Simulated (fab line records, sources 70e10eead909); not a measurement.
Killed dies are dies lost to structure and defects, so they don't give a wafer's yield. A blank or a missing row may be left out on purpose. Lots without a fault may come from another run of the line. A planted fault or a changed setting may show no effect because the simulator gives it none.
Which tool did it? | flow nand_harc | 11 lots, 33 wafers sampled, at 5 steps of a route of 1159

WHAT THE GAUGES READ, wafer by wafer
NHARC_END_SORT_01.
lot  | measured     | on        | defect_limited_yield (%) | killed_at_array | killed_at_other | killed_at_periphery | killed_dies | killed_open | killed_short | sort_bin_2_pct (%) | sort_bin_3_pct (%) | sort_bin_4_pct (%) | sort_n_pass | sort_rim_yield_pct (%) | sort_yield_pct (%)
L535 | day 22 14:54 | prober-01 | 93.4 94.8 84.9           | 39 34 28        | 0 0 0           | 6 1 74              | 45 35 102   | 0 2 2       | 5 2 4        | 2.1 2.1 7.2        | 0.59 0 2.07        | 4.0 3.1 5.8        | 632 642 575 | 93.4 91.5 83.0         | 93.4 94.8 84.9
L538 | day 22 14:51 | prober-02 | 95.1 96.3 95.1           | 30 22 32        | 0 1 0           | 3 2 1               | 33 25 33    | 4 5 7       | 5 1 1        | 1.9 0.9 1.5        | 0.44 0.44 0.44     | 2.5 2.4 3.0        | 644 652 644 | 96.2 99.1 99.1         | 95.1 96.3 95.1
L536 | day 22 08:41 | prober-01 | 97.2 96.9 86.0           | 18 17 17        | 0 1 1           | 1 3 77              | 19 21 95    | 4 5 2       | 1 2 6        | 0.4 1.3 5.2        | 0.15 0.15 3.10     | 2.2 1.6 5.8        | 658 656 582 | 95.3 99.1 84.0         | 97.2 96.9 86.0
L543 | day 23 20:13 | prober-02 | 93.1 91.4 91.3           | 44 54 57        | 1 0 0           | 2 4 2               | 47 58 59    | 3 7 9       | 3 1 1        | 3.1 3.8 1.6        | 0 0.30 0.30        | 3.8 4.4 6.8        | 630 619 618 | 99.1 96.2 95.3         | 93.1 91.4 91.3

WHICH TOOL RAN EACH LOT (tool, then ch and the chambers of the sampled wafers, then the start)
lot  | NHARC_P_M1_ETCH_15                 | NHARC_THIN_TSV_DEP_43           | NHARC_THIN_TSV_PVD_51                   | NHARC_THIN_TSV_ETCH_59
L524 | rie_diel-01 ch 0,1,3, day 5 19:24  | pecvd-03 ch 0,2, day 18 18:13   | pvd_sputter-03, day 19 02:38 or earlier | rie_metal-03 ch 0,1, day 19 02:38
L526 | rie_diel-06 ch 0,1, day 6 09:54    | pecvd-04 ch 0,2, day 18 16:48   | pvd_sputter-03, day 19 01:05 or earlier | rie_metal-03 ch 0,1, day 19 01:05
L535 | rie_diel-12 ch 0,1,3, day 9 02:00  | pecvd-03 ch 0,1,2, day 21 22:36 | pvd_sputter-03, day 22 05:44 or earlier | rie_metal-02 ch 0,1, day 22 05:44
L538 | rie_diel-06 ch 2,3, day 9 07:29    | pecvd-04 ch 1,2, day 21 23:46   | pvd_sputter-01, day 22 06:49 or earlier | rie_metal-03 ch 0,1, day 22 06:49
L536 | rie_diel-12 ch 0,2,3, day 9 09:34  | pecvd-04 ch 1,2, day 21 15:37   | pvd_sputter-02, day 21 22:46 or earlier | rie_metal-01 ch 0,1, day 21 22:46
L537 | rie_diel-01 ch 1,2, day 9 14:17    | pecvd-03 ch 0,1, day 22 18:59   | pvd_sputter-02, day 23 02:05 or earlier | rie_metal-02 ch 0,1, day 23 02:05
L541 | rie_diel-06 ch 0,2,3, day 10 06:02 | pecvd-03 ch 0,1,2, day 22 23:44 | pvd_sputter-01, day 23 06:47 or earlier | rie_metal-02 ch 0,1, day 23 06:47
L543 | rie_diel-01 ch 0,2,3, day 10 08:50 | pecvd-04 ch 0,1,2, day 22 22:34 | pvd_sputter-02, day 23 05:37 or earlier | rie_metal-03 ch 0,1, day 23 05:37
L542 | rie_diel-06 ch 0,1,2, day 10 10:53 | pecvd-03 ch 0,1,2, day 22 20:15 | pvd_sputter-02, day 23 03:25 or earlier | rie_metal-02 ch 0,1, day 23 03:25
L545 | rie_diel-01 ch 0,2,3, day 11 08:47 | pecvd-03 ch 0,2, day 23 07:06   | pvd_sputter-03, day 23 14:00 or earlier | rie_metal-02 ch 0,1, day 23 14:00
L544 | rie_diel-01 ch 0,1,2, day 11 09:37 | pecvd-03 ch 0,2, day 23 22:17   | pvd_sputter-01, day 24 05:16 or earlier | rie_metal-03 ch 0, day 24 05:16
- NHARC_P_M1_ETCH_15: etches the open film in C4F8/Ar, target depth 182.5 nm, time 91.2 s.
- NHARC_THIN_TSV_DEP_43: deposits SiO2, target thk 1328.5 nm.
- NHARC_THIN_TSV_PVD_51: deposits Cu, target thk 100 nm.
- NHARC_THIN_TSV_ETCH_59: etches the open film in Cl2/BCl3, target depth 880 nm, time 138.1 s.

WHAT THE TOOLS THEMSELVES READ (means of the sampled wafers that have a number; where no wafer has one, the mark that the record gives instead)
NHARC_P_M1_ETCH_15.
lot  | tool        | oes_product_au (a.u.) | rf_fwd_power_W (W) | rf_vpp_V (V)
L524 | rie_diel-01 | 0.907                 | 595.5              | 441.9
L526 | rie_diel-06 | 0.956                 | 596.3              | 441.6
L535 | rie_diel-12 | 0.971                 | 596.0              | 442.9
L538 | rie_diel-06 | 0.938                 | 597.1              | 441.5
L536 | rie_diel-12 | 0.956                 | 595.6              | 442.7
L537 | rie_diel-01 | 0.977                 | 596.0              | 441.2
L541 | rie_diel-06 | 0.929                 | 596.1              | 442.2
L543 | rie_diel-01 | 0.964                 | 596.9              | 442.0
L542 | rie_diel-06 | 0.964                 | 595.0              | 441.7
L545 | rie_diel-01 | 0.948                 | 595.8              | 442.4
L544 | rie_diel-01 | 0.959                 | 594.9              | 442.0

NHARC_THIN_TSV_DEP_43.
lot  | tool     | rf_fwd_power_W (W) | throttle_valve_pct (%)
L524 | pecvd-03 | 894.2              | 16.6
L526 | pecvd-04 | 897.1              | 15.5
L535 | pecvd-03 | 895.8              | 16.2
L538 | pecvd-04 | 896.3              | 15.6
L536 | pecvd-04 | 898.6              | 15.4
L537 | pecvd-03 | 898.5              | 16.2
L541 | pecvd-03 | 896.6              | 16.3
L543 | pecvd-04 | 898.5              | 15.6
L542 | pecvd-03 | 899.1              | 16.2
L545 | pecvd-03 | 898.4              | 15.9
L544 | pecvd-03 | 899.0              | 16.4

NHARC_THIN_TSV_PVD_51.
lot  | tool           | throttle_valve_pct (%)
L524 | pvd_sputter-03 | 30.9
L526 | pvd_sputter-03 | 29.9
L535 | pvd_sputter-03 | 30.3
L538 | pvd_sputter-01 | 28.8
L536 | pvd_sputter-02 | 30.8
L537 | pvd_sputter-02 | 30.4
L541 | pvd_sputter-01 | 29.6
L543 | pvd_sputter-02 | 31.3
L542 | pvd_sputter-02 | 29.5
L545 | pvd_sputter-03 | 30.8
L544 | pvd_sputter-01 | 29.0

NHARC_THIN_TSV_ETCH_59.
lot  | tool         | drypump_motor_current_A (A) | oes_product_au (a.u.) | rf_fwd_power_W (W) | throttle_valve_pct (%)
L524 | rie_metal-03 | 5.2                         | 0.983                 | 893                | 22.267
L526 | rie_metal-03 | 5.2                         | 0.983                 | 897                | 22.266
L535 | rie_metal-02 | 6.0                         | 0.995                 | 894                | 22.261
L538 | rie_metal-03 | 5.2                         | 1.007                 | 897                | 22.259
L536 | rie_metal-01 | 5.8                         | 0.999                 | 896                | 22.266
L537 | rie_metal-02 | 6.0                         | 0.994                 | 892                | 22.270
L541 | rie_metal-02 | 6.1                         | 1.002                 | 893                | 22.260
L543 | rie_metal-03 | 5.2                         | 1.003                 | 895                | 22.261
L542 | rie_metal-02 | 6.1                         | 1.001                 | 895                | 22.256
L545 | rie_metal-02 | 6.0                         | 0.988                 | 890                | 22.268
L544 | rie_metal-03 | 5.0                         | 1.010                 | 895                | 22.255

THE ANSWER, worked out from the rows above alone
Rule: what is usual is taken from the lots themselves. Put in order of their means at a reading, lots are off if they are a third of the lots or fewer, leave a main group of 4 or more, and stand apart from it by a gap of 3 or more times the standard deviation of the main group's means; of several such gaps the widest counts. A main group whose means are all the same, to the digits that the tables above print for the reading, isn't used. A lot without any number at a reading at which 4 lots or more have one is off too. The other lots that the step has rows for count as sound. The gauges are gone through in route order, then the tools' own readings, and for those a lot's mean is taken as printed above. The first step at which some lot is off is used, and at that step the reading that is off furthest; a lot without a number counts as furthest.
No lot is off at any reading shown: from this, nothing can be told.

WHAT THE SIMULATOR HAD PUT IN
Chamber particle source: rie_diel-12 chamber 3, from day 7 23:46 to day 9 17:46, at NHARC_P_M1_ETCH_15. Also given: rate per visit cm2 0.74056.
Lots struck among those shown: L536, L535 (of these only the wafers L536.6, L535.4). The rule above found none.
